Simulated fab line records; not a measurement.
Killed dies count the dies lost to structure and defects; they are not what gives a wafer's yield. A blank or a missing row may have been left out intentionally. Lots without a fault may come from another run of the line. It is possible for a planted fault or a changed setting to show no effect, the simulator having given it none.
Chamber matching || flow n5 finfet || N5_HKMG_FIN_STRIP_57 on rie diel-04 has 4 sister chambers
The step strips in CF4. 4 wafers are shown with their chamber, then 8 later ones without.

WAFERS PAIRED WITH THEIR CHAMBERS
{"wafer": "L078.1", "chamber": 3, "showerhead plenum p Torr (Torr)": 1.81}
{"wafer": "L078.4", "chamber": 0, "showerhead plenum p Torr (Torr)": 1.84}
{"wafer": "L078.5", "chamber": 2, "showerhead plenum p Torr (Torr)": 1.75}
{"wafer": "L080.2", "chamber": 1, "showerhead plenum p Torr (Torr)": 1.72}

WAFERS MISSING THEIR CHAMBER
{"wafer": "L080.3", "showerhead plenum p Torr (Torr)": 1.84}
{"wafer": "L080.6", "showerhead plenum p Torr (Torr)": 1.81}
{"wafer": "L083.1", "showerhead plenum p Torr (Torr)": 1.72}
{"wafer": "L083.5", "showerhead plenum p Torr (Torr)": 1.84}
{"wafer": "L083.6", "showerhead plenum p Torr (Torr)": 1.80}
{"wafer": "L086.1", "showerhead plenum p Torr (Torr)": 1.84}
{"wafer": "L086.2", "showerhead plenum p Torr (Torr)": 1.80}
{"wafer": "L086.4", "showerhead plenum p Torr (Torr)": 1.75}

THE CHAMBER EACH PASSED THROUGH
{"wafer": "L080.3", "from the rows above": 0, "in truth": 0}
{"wafer": "L080.6", "from the rows above": 3, "in truth": 3}
{"wafer": "L083.1", "from the rows above": 1, "in truth": 1}
{"wafer": "L083.5", "from the rows above": 0, "in truth": 0}
{"wafer": "L083.6", "from the rows above": 3, "in truth": 3}
{"wafer": "L086.1", "from the rows above": 0, "in truth": 0}
{"wafer": "L086.2", "from the rows above": 3, "in truth": 3}
{"wafer": "L086.4", "from the rows above": 2, "in truth": 2}
Correctly placed: 8 of 8. Left unplaced by these rows: 0. Placed wrongly: 0.
How it was worked out, from the rows above alone: a wafer's distance from a chamber is the root of the sum, over the readings, of the square of ((its reading less the chamber's mean) divided by the reading's scatter). The wafer belongs to the nearest chamber; if the next one is less than 2 further off, it can't be placed. A chamber's mean is the mean of its shown wafers. The scatter (one wafer shown for each chamber): square how far every hidden wafer sits from the nearest shown wafer, average those squares and take the square root.
